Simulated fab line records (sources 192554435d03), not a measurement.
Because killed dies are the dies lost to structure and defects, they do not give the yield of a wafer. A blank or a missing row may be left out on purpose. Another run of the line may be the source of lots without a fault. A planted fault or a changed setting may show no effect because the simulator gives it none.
Matching of chambers	flow n5_finfet	N5_DUMMY_GATE_ALD_02 on ald_sin-03: 4 sister chambers
The step deposits SiO2, target thk 2 nm, pulse time 1 s. 8 wafers are shown with their chamber, then 7 later ones without.

== EACH WAFER AND ITS CHAMBER ==
wafer	chamber	heater_power_w (W)	precursor_pulse_height_rel
L075.6	2	493	1.022
L086.4	3	442	1.020
L086.6	1	477	0.971
L088.3	0	438	1.001
L088.4	1	471	0.977
L088.5	0	436	1.006
L090.1	2	482	1.013
L090.2	3	434	1.001

== WAFERS WITHOUT THEIR CHAMBER ==
wafer	heater_power_w (W)	precursor_pulse_height_rel
L090.3	429	1.033
L091.1	487	1.020
L091.2	484	1.031
L091.5	449	1.007
L093.1	443	1.030
L093.2	466	1.004
L093.5	467	0.998

== CHAMBER TAKEN BY EACH ==
wafer	from the rows above	in truth
L090.3	can't be placed: 3 or 0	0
L091.1	2	2
L091.2	2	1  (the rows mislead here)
L091.5	can't be placed: 3 or 0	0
L093.1	can't be placed: 3 or 0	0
L093.2	can't be placed: 1 or 2 or 3 or 0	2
L093.5	can't be placed: 1 or 2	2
1 of 7 placed correctly. Unplaceable from these rows: 5, with the true chamber sitting among the candidates in 5. 1 placed wrongly.
How it was worked out, from the rows above alone: a wafer's distance from a chamber is the root of the sum, over the readings, of the square of ((its reading less the chamber's mean) divided by the reading's scatter). The wafer belongs to the nearest chamber; if the next one is less than 2 further off, it can't be placed. A chamber's mean is the mean of its shown wafers. The scatter: the root of (the sum of the squares of (reading less its chamber's mean) over the shown wafers, divided by (wafers less chambers)).
